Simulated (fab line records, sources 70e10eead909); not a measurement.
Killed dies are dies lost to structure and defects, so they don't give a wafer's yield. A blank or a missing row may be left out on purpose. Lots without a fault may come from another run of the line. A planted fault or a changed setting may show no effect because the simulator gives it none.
Which tool did it? | flow nand_harc | 24 lots, 72 wafers sampled, at 6 steps of a route of 1302

WHAT THE GAUGES READ, wafer by wafer
The record holds no reading of a measuring or inspecting step that can be judged against a usual standard deviation.

WHICH TOOL RAN EACH LOT (tool, then ch and the chambers of the sampled wafers, then the start)
lot  | NHARC_A_STAIRCASE_STRIP_295                   | NHARC_A_STAIRCASE_HM_DEP_462  | NHARC_A_STAIRCASE_ETCH_313         | NHARC_A_STAIRCASE_DEP_151       | NHARC_A_STAIRCASE_DEP_322       | NHARC_A_STAIRCASE_DEP_325
L074 | rie_diel-13 ch 1,3, day 16 20:56 or earlier   | acl_dep-03 ch 0, day 16 20:56 | rie_diel-11 ch 2,3, day 16 23:17   | pecvd-03 ch 0,1, day 17 15:47   | pecvd-03 ch 0,1,2, day 17 22:58 | pecvd-01 ch 0,1, day 18 06:55
L075 | rie_diel-11 ch 0,3, day 16 21:27 or earlier   | acl_dep-02 ch 0, day 16 21:27 | rie_diel-03 ch 2,3, day 16 23:58   | pecvd-02 ch 0,2, day 17 15:38   | pecvd-02 ch 1,2, day 17 22:47   | pecvd-03 ch 0,1, day 18 06:50
L076 | rie_diel-03 ch 0,3, day 18 02:18 or earlier   | acl_dep-02 ch 0, day 18 02:18 | rie_diel-03 ch 2,3, day 18 05:10   | pecvd-02 ch 1,2, day 18 23:11   | pecvd-02 ch 0,1,2, day 19 07:05 | pecvd-02 ch 0,1, day 19 15:15
L078 | rie_diel-13 ch 0,1,3, day 18 12:01 or earlier | acl_dep-02 ch 0, day 18 12:01 | rie_diel-13 ch 0,2,3, day 18 14:57 | pecvd-01 ch 1,2, day 19 06:26   | pecvd-01 ch 0,1,2, day 19 14:41 | pecvd-02 ch 0,1, day 19 21:48
L077 | rie_diel-03 ch 1,2,3, day 18 14:12 or earlier | acl_dep-01 ch 0, day 18 14:12 | rie_diel-13 ch 0,3, day 18 16:28   | pecvd-02 ch 1,2, day 19 06:37   | pecvd-02 ch 0,1, day 19 14:47   | pecvd-01 ch 0,1,2, day 19 21:49
L079 | rie_diel-03 ch 0,2,3, day 18 15:34 or earlier | acl_dep-03 ch 0, day 18 15:34 | rie_diel-13 ch 1,3, day 18 18:51   | pecvd-02 ch 1,2, day 19 10:02   | pecvd-03 ch 0,2, day 19 14:52   | pecvd-03 ch 0,1, day 19 21:53
L081 | rie_diel-03 ch 0,3, day 19 15:43 or earlier   | acl_dep-01 ch 0, day 19 15:43 | rie_diel-11 ch 1,2,3, day 19 18:41 | pecvd-02 ch 0,2, day 20 12:47   | pecvd-02 ch 0,2, day 20 21:55   | pecvd-02 ch 0,1, day 21 08:17
L082 | rie_diel-13 ch 0,2,3, day 20 01:41 or earlier | acl_dep-03 ch 0, day 20 01:41 | rie_diel-13 ch 0,1,2, day 20 04:33 | pecvd-03 ch 0,1,2, day 21 01:19 | pecvd-03 ch 0,1,2, day 21 09:40 | pecvd-03 ch 1,2, day 21 18:02
L080 | rie_diel-03 ch 0,2,3, day 20 03:09 or earlier | acl_dep-01 ch 0, day 20 03:09 | rie_diel-13 ch 2,3, day 20 05:40   | pecvd-01 ch 0,2, day 21 01:12   | pecvd-01 ch 0,1,2, day 21 09:46 | pecvd-02 ch 1,2, day 21 18:08
L083 | rie_diel-13 ch 0,1, day 20 18:31 or earlier   | acl_dep-01 ch 0, day 20 18:31 | rie_diel-11 ch 0,2,3, day 20 21:04 | pecvd-03 ch 1,2, day 21 11:56   | pecvd-03 ch 0,1, day 21 19:40   | pecvd-03 ch 0,1,2, day 22 05:44
L085 | rie_diel-11 ch 1,2,3, day 21 14:17 or earlier | acl_dep-02 ch 0, day 21 14:17 | rie_diel-13 ch 0,1, day 21 17:14   | pecvd-02 ch 1,2, day 22 08:25   | pecvd-02 ch 0,1, day 22 15:59   | pecvd-01 ch 0,2, day 22 23:22
L084 | rie_diel-13 ch 0,2, day 21 23:37 or earlier   | acl_dep-02 ch 0, day 21 23:37 | rie_diel-11 ch 0,1,3, day 22 02:24 | pecvd-03 ch 0,1, day 23 00:53   | pecvd-03 ch 0,1,2, day 23 13:46 | pecvd-02 ch 1,2, day 23 22:20
L086 | rie_diel-11 ch 0,1, day 22 02:20 or earlier   | acl_dep-03 ch 0, day 22 02:20 | rie_diel-13 ch 0,3, day 22 05:01   | pecvd-01 ch 0,2, day 23 00:53   | pecvd-02 ch 0,1,2, day 23 13:49 | pecvd-01 ch 1,2, day 23 22:03
L087 | rie_diel-13 ch 1,2, day 22 05:17 or earlier   | acl_dep-03 ch 0, day 22 05:17 | rie_diel-13 ch 0,1, day 22 08:02   | pecvd-02 ch 0,2, day 23 00:53   | pecvd-01 ch 1,2, day 23 13:43   | pecvd-02 ch 0,1,2, day 23 21:40
L088 | rie_diel-03 ch 1,2,3, day 23 05:35 or earlier | acl_dep-01 ch 0, day 23 05:35 | rie_diel-03 ch 0,1,2, day 23 08:37 | pecvd-01 ch 1,2, day 24 00:31   | pecvd-02 ch 0,2, day 24 09:55   | pecvd-02 ch 0,1, day 24 18:39
L091 | rie_diel-13 ch 0,2, day 23 10:53 or earlier   | acl_dep-03 ch 0, day 23 10:53 | rie_diel-03 ch 1,2, day 23 13:11   | pecvd-02 ch 0,1, day 24 07:55   | pecvd-02 ch 1,2, day 24 15:37   | pecvd-03 ch 0,1,2, day 25 00:14
L089 | rie_diel-13 ch 0,2, day 23 15:35 or earlier   | acl_dep-03 ch 0, day 23 15:35 | rie_diel-11 ch 1,2, day 23 17:53   | pecvd-01 ch 1,2, day 24 08:07   | pecvd-01 ch 1,2, day 24 15:56   | pecvd-01 ch 2, day 25 00:38
L090 | rie_diel-13 ch 0,2,3, day 23 16:52 or earlier | acl_dep-03 ch 0, day 23 16:52 | rie_diel-03 ch 0,1,3, day 23 19:47 | pecvd-03 ch 0,2, day 24 08:11   | pecvd-03 ch 0,1,2, day 24 15:43 | pecvd-02 ch 0,1,2, day 25 00:02
L092 | rie_diel-03 ch 0,1,3, day 24 02:06 or earlier | acl_dep-02 ch 0, day 24 02:06 | rie_diel-11 ch 1,2, day 24 04:55   | pecvd-02 ch 0,2, day 24 21:52   | pecvd-02 ch 0,2, day 25 06:40   | pecvd-03 ch 1,2, day 25 20:56
L093 | rie_diel-11 ch 0,1,2, day 25 06:47 or earlier | acl_dep-02 ch 0, day 25 06:47 | rie_diel-13 ch 2,3, day 25 08:50   | pecvd-01 ch 1, day 26 01:17     | pecvd-01 ch 1,2, day 26 14:46   | pecvd-02 ch 0,1,2, day 26 23:08
L095 | rie_diel-11 ch 0,2, day 25 12:43 or earlier   | acl_dep-01 ch 0, day 25 12:43 | rie_diel-13 ch 0,1,2, day 25 15:53 | pecvd-01 ch 1,2, day 26 06:54   | pecvd-02 ch 0,1,2, day 26 14:37 | pecvd-01 ch 1, day 26 22:56
L094 | rie_diel-11 ch 0,1,3, day 25 13:32 or earlier | acl_dep-02 ch 0, day 25 13:32 | rie_diel-03 ch 0,1,3, day 25 16:10 | pecvd-03 ch 0,1, day 26 06:46   | pecvd-03 ch 1,2, day 26 14:20   | pecvd-03 ch 0,2, day 26 22:46
L096 | rie_diel-13 ch 0,2,3, day 26 04:51 or earlier | acl_dep-01 ch 0, day 26 04:51 | rie_diel-13 ch 1,2,3, day 26 06:45 | pecvd-02 ch 0,1,2, day 26 21:53 | pecvd-01 ch 1,2, day 27 06:13   | pecvd-01 ch 1,2, day 27 15:35
L097 | rie_diel-11 ch 0,1, day 26 07:50 or earlier   | acl_dep-01 ch 0, day 26 07:50 | rie_diel-03 ch 0,1, day 26 10:18   | pecvd-03 ch 0,1, day 27 04:30   | pecvd-01 ch 1,2, day 27 12:20   | pecvd-01 ch 1,2, day 27 22:32
- NHARC_A_STAIRCASE_STRIP_295: strips in O2.
- NHARC_A_STAIRCASE_HM_DEP_462: deposits aC, target thk 800 nm.
- NHARC_A_STAIRCASE_ETCH_313: etches the open film in CF4/CHF3.
- NHARC_A_STAIRCASE_DEP_151: deposits SiO2, target thk 7200 nm.
- NHARC_A_STAIRCASE_DEP_322: deposits SiO2, target thk 7200 nm.
- NHARC_A_STAIRCASE_DEP_325: deposits SiO2, target thk 7200 nm.

WHAT THE TOOLS THEMSELVES READ (means of the sampled wafers that have a number; where no wafer has one, the mark that the record gives instead)
NHARC_A_STAIRCASE_STRIP_295. Usual: drypump_motor_current_A 5.6 A, standard deviation 0.36; oes_product_au 0.997 a.u., standard deviation 0.0093; rf_vpp_V 57.8 V, standard deviation 0.91; showerhead_plenum_p_Torr 3.51 Torr, standard deviation 0.13; throttle_valve_pct 17.038 %, standard deviation 0.0095.
lot  | tool        | drypump_motor_current_A (A) | oes_product_au (a.u.) | rf_vpp_V (V) | showerhead_plenum_p_Torr (Torr) | throttle_valve_pct (%) | flag
L074 | rie_diel-13 | 5.8                         | 0.998                 | 57.7         | 3.49                            | 17.040                 |
L075 | rie_diel-11 | 5.8                         | 0.988                 | 57.6         | 3.32                            | 17.046                 |
L076 | rie_diel-03 | 5.9                         | 1.000                 | 57.1         | 3.38                            | 17.038                 |
L078 | rie_diel-13 | 5.6                         | 0.993                 | 57.6         | 3.51                            | 17.038                 |
L077 | rie_diel-03 | 5.6                         | 0.997                 | 57.7         | 3.43                            | 17.036                 |
L079 | rie_diel-03 | 5.9                         | 0.998                 | 57.6         | 3.44                            | 17.042                 |
L081 | rie_diel-03 | 5.9                         | 0.987                 | 56.9         | 3.35                            | 17.038                 |
L082 | rie_diel-13 | 5.4                         | 1.007                 | 57.9         | 3.57                            | 17.032                 |
L080 | rie_diel-03 | 5.9                         | 0.996                 | 57.0         | 3.44                            | 17.037                 |
L083 | rie_diel-13 | 5.7                         | 1.004                 | 58.2         | 3.47                            | 17.035                 |
L085 | rie_diel-11 | 5.6                         | 0.984                 | 57.8         | 3.51                            | 17.037                 |
L084 | rie_diel-13 | 5.2                         | 1.009                 | 58.6         | 3.59                            | 17.026                 |
L086 | rie_diel-11 | 5.7                         | 0.989                 | 59.1         | 3.74                            | 17.041                 |
L087 | rie_diel-13 | 5.7                         | 0.991                 | 57.3         | 3.49                            | 17.043                 |
L088 | rie_diel-03 | 5.6                         | 0.999                 | 56.9         | 3.42                            | 17.040                 |
L091 | rie_diel-13 | 5.2                         | 1.012                 | 57.5         | 3.58                            | 17.037                 |
L089 | rie_diel-13 | 5.2                         | 1.003                 | 57.5         | 3.58                            | 17.039                 |
L090 | rie_diel-13 | 5.3                         | 1.003                 | 58.3         | 3.56                            | 17.039                 |
L092 | rie_diel-03 | 5.6                         | 1.001                 | 57.4         | 3.35                            | 17.036                 |
L093 | rie_diel-11 | 5.9                         | 0.993                 | 57.3         | 3.64                            | 17.043                 |
L095 | rie_diel-11 | 6.1                         | 0.997                 | 57.7         | 3.55                            | 17.042                 |
L094 | rie_diel-11 | 5.6                         | 0.993                 | 57.5         | 3.61                            | 17.048                 |
L096 | rie_diel-13 | 5.3                         | 1.002                 | 57.5         | 3.55                            | 17.043                 |
L097 | rie_diel-11 | 5.7                         | 0.997                 | 58.4         | 3.72                            | 17.036                 |

NHARC_A_STAIRCASE_HM_DEP_462. Usual: throttle_valve_pct 35.001 %, standard deviation 0.0084.
lot  | tool       | throttle_valve_pct (%) | flag
L074 | acl_dep-03 | 35.000                 |
L075 | acl_dep-02 | 35.006                 |
L076 | acl_dep-02 | 35.000                 |
L078 | acl_dep-02 | 35.008                 |
L077 | acl_dep-01 | 35.010                 |
L079 | acl_dep-03 | 35.001                 |
L081 | acl_dep-01 | 35.002                 |
L082 | acl_dep-03 | 34.997                 |
L080 | acl_dep-01 | 34.997                 |
L083 | acl_dep-01 | 35.005                 |
L085 | acl_dep-02 | 34.999                 |
L084 | acl_dep-02 | 35.000                 |
L086 | acl_dep-03 | 35.006                 |
L087 | acl_dep-03 | 35.005                 |
L088 | acl_dep-01 | 35.003                 |
L091 | acl_dep-03 | 34.992                 |
L089 | acl_dep-03 | 34.996                 |
L090 | acl_dep-03 | 35.010                 |
L092 | acl_dep-02 | 35.004                 |
L093 | acl_dep-02 | 35.003                 |
L095 | acl_dep-01 | 34.989                 |
L094 | acl_dep-02 | 35.002                 |
L096 | acl_dep-01 | 34.996                 |
L097 | acl_dep-01 | 34.996                 |

NHARC_A_STAIRCASE_ETCH_313. Usual: chf3_flow_sccm 29.99 sccm, standard deviation 0.082; drypump_motor_current_A 5.6 A, standard deviation 0.37; oes_product_au 0.928 a.u., standard deviation 0.015; rf_vpp_V 370.0 V, standard deviation 2; showerhead_plenum_p_Torr 1.56 Torr, standard deviation 0.056; throttle_valve_pct 16.803 %, standard deviation 0.0092.
lot  | tool        | chf3_flow_sccm (sccm) | drypump_motor_current_A (A) | oes_product_au (a.u.) | rf_vpp_V (V) | showerhead_plenum_p_Torr (Torr) | throttle_valve_pct (%) | flag
L074 | rie_diel-11 | 30.02                 | 5.8                         | 0.915                 | 369.7        | 1.54                            | 16.808                 |
L075 | rie_diel-03 | 29.92                 | 5.9                         | 0.913                 | 368.5        | 1.53                            | 16.799                 |
L076 | rie_diel-03 | 29.99                 | 5.9                         | 0.915                 | 368.4        | 1.53                            | 16.796                 |
L078 | rie_diel-13 | 29.92                 | 5.3                         | 0.931                 | 371.1        | 1.59                            | 16.794                 |
L077 | rie_diel-13 | 29.94                 | 5.4                         | 0.953                 | 370.3        | 1.58                            | 16.810                 |
L079 | rie_diel-13 | 29.92                 | 5.6                         | 0.922                 | 369.7        | 1.56                            | 16.811                 |
L081 | rie_diel-11 | 30.02                 | 5.6                         | 0.959                 | 371.4        | 1.57                            | 16.810                 |
L082 | rie_diel-13 | 29.93                 | 5.4                         | 0.930                 | 369.6        | 1.57                            | 16.791                 |
L080 | rie_diel-13 | 29.96                 | 5.4                         | 0.938                 | 371.0        | 1.59                            | 16.805                 |
L083 | rie_diel-11 | 30.01                 | 5.8                         | 0.920                 | 370.4        | 1.58                            | 16.807                 |
L085 | rie_diel-13 | 30.05                 | 5.7                         | 0.927                 | 369.8        | 1.55                            | 16.795                 |
L084 | rie_diel-11 | 29.94                 | 5.6                         | 0.911                 | 371.9        | 1.61                            | 16.797                 |
L086 | rie_diel-13 | 29.98                 | 5.5                         | 0.954                 | 370.6        | 1.58                            | 16.808                 |
L087 | rie_diel-13 | 29.93                 | 5.7                         | 0.924                 | 369.5        | 1.55                            | 16.799                 |
L088 | rie_diel-03 | 29.96                 | 5.6                         | 0.922                 | 369.3        | 1.53                            | 16.803                 |
L091 | rie_diel-03 | 30.00                 | 5.4                         | 0.924                 | 369.2        | 1.52                            | 16.803                 |
L089 | rie_diel-11 | 30.09                 | 5.9                         | 0.923                 | 370.3        | 1.57                            | 16.797                 |
L090 | rie_diel-03 | 29.98                 | 5.6                         | 0.923                 | 368.4        | 1.49                            | 16.804                 |
L092 | rie_diel-11 | 29.98                 | 5.9                         | 0.919                 | 370.7        | 1.57                            | 16.803                 |
L093 | rie_diel-13 | 30.06                 | 5.4                         | 0.916                 | 371.6        | 1.58                            | 16.804                 |
L095 | rie_diel-13 | 30.02                 | 5.4                         | 0.934                 | 370.7        | 1.56                            | 16.804                 |
L094 | rie_diel-03 | 30.03                 | 5.6                         | 0.923                 | 367.9        | 1.49                            | 16.796                 |
L096 | rie_diel-13 | 29.90                 | 5.5                         | 0.921                 | 370.1        | 1.56                            | 16.807                 |
L097 | rie_diel-03 | 29.96                 | 5.4                         | 0.965                 | 368.1        | 1.49                            | 16.812                 |

NHARC_A_STAIRCASE_DEP_151. Usual: heater_power_outer_w 366 W, standard deviation 55; heater_power_w 643 W, standard deviation 95.
lot  | tool     | heater_power_outer_w (W) | heater_power_w (W) | flag
L074 | pecvd-03 | 390                      | 725                |
L075 | pecvd-02 | 335                      | 580                |
L076 | pecvd-02 | 306                      | 577                |
L078 | pecvd-01 | 421                      | 713                |
L077 | pecvd-02 | 345                      | 640                |
L079 | pecvd-02 | 322                      | 611                |
L081 | pecvd-02 | 315                      | 543                |
L082 | pecvd-03 | 401                      | 702                |
L080 | pecvd-01 | 371                      | 615                |
L083 | pecvd-03 | 397                      | 724                |
L085 | pecvd-02 | 356                      | 661                |
L084 | pecvd-03 | 399                      | 742                |
L086 | pecvd-01 | 366                      | 628                |
L087 | pecvd-02 | 338                      | 566                |
L088 | pecvd-01 | 420                      | 715                |
L091 | pecvd-02 | 321                      | 569                |
L089 | pecvd-01 | 392                      | 669                |
L090 | pecvd-03 | 338                      | 574                |
L092 | pecvd-02 | 301                      | 521                |
L093 | pecvd-01 | 411                      | 716                |
L095 | pecvd-01 | 389                      | 650                |
L094 | pecvd-03 | 382                      | 711                |
L096 | pecvd-02 | 317                      | 579                |
L097 | pecvd-03 | 385                      | 681                |

NHARC_A_STAIRCASE_DEP_322. Usual: heater_power_outer_w 365 W, standard deviation 55; heater_power_w 644 W, standard deviation 94.
lot  | tool     | heater_power_outer_w (W) | heater_power_w (W) | flag
L074 | pecvd-03 | 363                      | 661                |
L075 | pecvd-02 | 360                      | 659                |
L076 | pecvd-02 | 322                      | 590                |
L078 | pecvd-01 | 400                      | 670                |
L077 | pecvd-02 | 356                      | 636                |
L079 | pecvd-03 | 365                      | 634                |
L081 | pecvd-02 | 311                      | 543                |
L082 | pecvd-03 | 416                      | 728                |
L080 | pecvd-01 | 398                      | 669                |
L083 | pecvd-03 | 370                      | 708                |
L085 | pecvd-02 | 366                      | 647                |
L084 | pecvd-03 | 389                      | 686                |
L086 | pecvd-02 | 313                      | 561                |
L087 | pecvd-01 | 379                      | 645                |
L088 | pecvd-02 | 317                      | 540                |
L091 | pecvd-02 | 343                      | 640                |
L089 | pecvd-01 | 387                      | 671                |
L090 | pecvd-03 | 381                      | 677                |
L092 | pecvd-02 | 317                      | 555                |
L093 | pecvd-01 | 367                      | 638                |
L095 | pecvd-02 | 329                      | 586                |
L094 | pecvd-03 | 386                      | 706                |
L096 | pecvd-01 | 389                      | 666                |
L097 | pecvd-01 | 428                      | 719                |

NHARC_A_STAIRCASE_DEP_325. Usual: heater_power_outer_w 364 W, standard deviation 55; heater_power_w 639 W, standard deviation 94.
lot  | tool     | heater_power_outer_w (W) | heater_power_w (W) | flag
L074 | pecvd-01 | 367                      | 625                |
L075 | pecvd-03 | 391                      | 741                |
L076 | pecvd-02 | 320                      | 549                |
L078 | pecvd-02 | 375                      | 653                |
L077 | pecvd-01 | 381                      | 645                |
L079 | pecvd-03 | 385                      | 724                |
L081 | pecvd-02 | 333                      | 610                |
L082 | pecvd-03 | 399                      | 733                |
L080 | pecvd-02 | 330                      | 630                |
L083 | pecvd-03 | 369                      | 663                |
L085 | pecvd-01 | 385                      | 656                |
L084 | pecvd-02 | 327                      | 614                |
L086 | pecvd-01 | 391                      | 665                |
L087 | pecvd-02 | 349                      | 619                |
L088 | pecvd-02 | 329                      | 563                |
L091 | pecvd-03 | 354                      | 637                |
L089 | pecvd-01 | 346                      | 587                |
L090 | pecvd-02 | 364                      | 650                |
L092 | pecvd-03 | 380                      | 696                |
L093 | pecvd-02 | 319                      | 583                |
L095 | pecvd-01 | 452                      | 764                |
L094 | pecvd-03 | 349                      | 607                |
L096 | pecvd-01 | 378                      | 674                |
L097 | pecvd-01 | 410                      | 688                |

THE ANSWER, worked out from the rows above alone
Rule: a lot is off if the mean of its wafers that have a number lies more than 3 standard deviations from the usual mean. A lot without any number at a reading at which 4 lots or more have one is off too. The other lots that the step has rows for count as sound. The gauges are gone through in route order, then the tools' own readings, and for those a lot's mean is taken as printed above. The first step at which some lot is off is used, and at that step the reading that is off furthest; a lot without a number counts as furthest.
No lot is off at any reading shown: from this, nothing can be told.

WHAT THE SIMULATOR HAD PUT IN
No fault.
